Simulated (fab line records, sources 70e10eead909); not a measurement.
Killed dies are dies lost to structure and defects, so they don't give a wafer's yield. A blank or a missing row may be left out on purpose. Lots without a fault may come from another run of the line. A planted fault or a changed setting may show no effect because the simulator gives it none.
Chamber matching | flow nand_harc | NHARC_A_STAIRCASE_TRIM_12 on rie_diel-02: 4 sister chambers
The step chemistry O2, time 211.2 s. 14 wafers are shown with their chamber, then 7 later ones without.

WAFERS WITH THEIR CHAMBER
wafer  | chamber | showerhead_plenum_p_Torr (Torr) | oes_product_au (a.u.) | throttle_valve_pct (%)
L074.1 | 0       | 3.79                            | 1.000                 | 17.039
L074.5 | 1       | 3.35                            | 0.995                 | 17.037
L074.6 | 0       | 3.79                            | 0.997                 | 17.022
L075.1 | 3       | 3.39                            | 1.003                 | 17.034
L075.2 | 0       | 3.79                            | 1.000                 | 17.031
L075.4 | 2       | 3.61                            | 1.004                 | 17.040
L079.1 | 3       | 3.38                            | 0.998                 | 17.022
L079.4 | 0       | 3.79                            | 1.003                 | 17.041
L079.5 | 2       | 3.61                            | 0.999                 | 17.039
L087.1 | 2       | 3.60                            | 0.988                 | 17.046
L087.2 | 1       | 3.34                            | 0.993                 | 17.024
L087.3 | 3       | 3.37                            | 0.999                 | 17.035
L089.2 | 1       | 3.33                            | 0.994                 | 17.049
L089.4 | 2       | 3.59                            | 1.004                 | 17.047

SIGNATURES (means of the wafers above)
reading                  | chamber 0 | chamber 1 | chamber 2 | chamber 3 | scatter within a chamber
showerhead_plenum_p_Torr | 3.7900    | 3.3400    | 3.6025    | 3.3800    | 0.00822
oes_product_au           | 1.00000   | 0.99400   | 0.99875   | 1.00000   | 0.00452
throttle_valve_pct       | 17.03325  | 17.03667  | 17.04300  | 17.03033  | 0.00832
Rule: a wafer's distance from a chamber is the root of the sum, over the readings, of the square of ((its reading less the chamber's mean) divided by the reading's scatter). The wafer belongs to the nearest chamber; if the next one is less than 2 further off, it can't be placed. The scatter: the root of (the sum of the squares of (reading less its chamber's mean) over the shown wafers, divided by (wafers less chambers)).

WAFERS WITHOUT THEIR CHAMBER
wafer  | showerhead_plenum_p_Torr (Torr) | oes_product_au (a.u.) | throttle_valve_pct (%)
L089.5 | 3.33                            | 0.997                 | 17.036
L095.1 | 3.33                            | 0.982                 | 17.041
L095.4 | 3.36                            | 1.005                 | 17.024
L095.6 | 3.33                            | 0.989                 | 17.015
L097.1 | 3.59                            | 0.996                 | 17.044
L097.4 | 3.33                            | 0.978                 | 17.049
L097.6 | 3.36                            | 1.011                 | 17.045

WHICH CHAMBER EACH WENT THROUGH
wafer  | from the rows above     | in truth
L089.5 | 1                       | 1
L095.1 | 1                       | 1
L095.4 | can't be placed: 3 or 1 | 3
L095.6 | 1                       | 1
L097.1 | 2                       | 2
L097.4 | 1                       | 1
L097.6 | can't be placed: 3 or 1 | 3
Placed correctly: 5 of 7. Can't be placed from these rows: 2 (the true chamber is among the candidates in 2). Placed wrongly: 0.
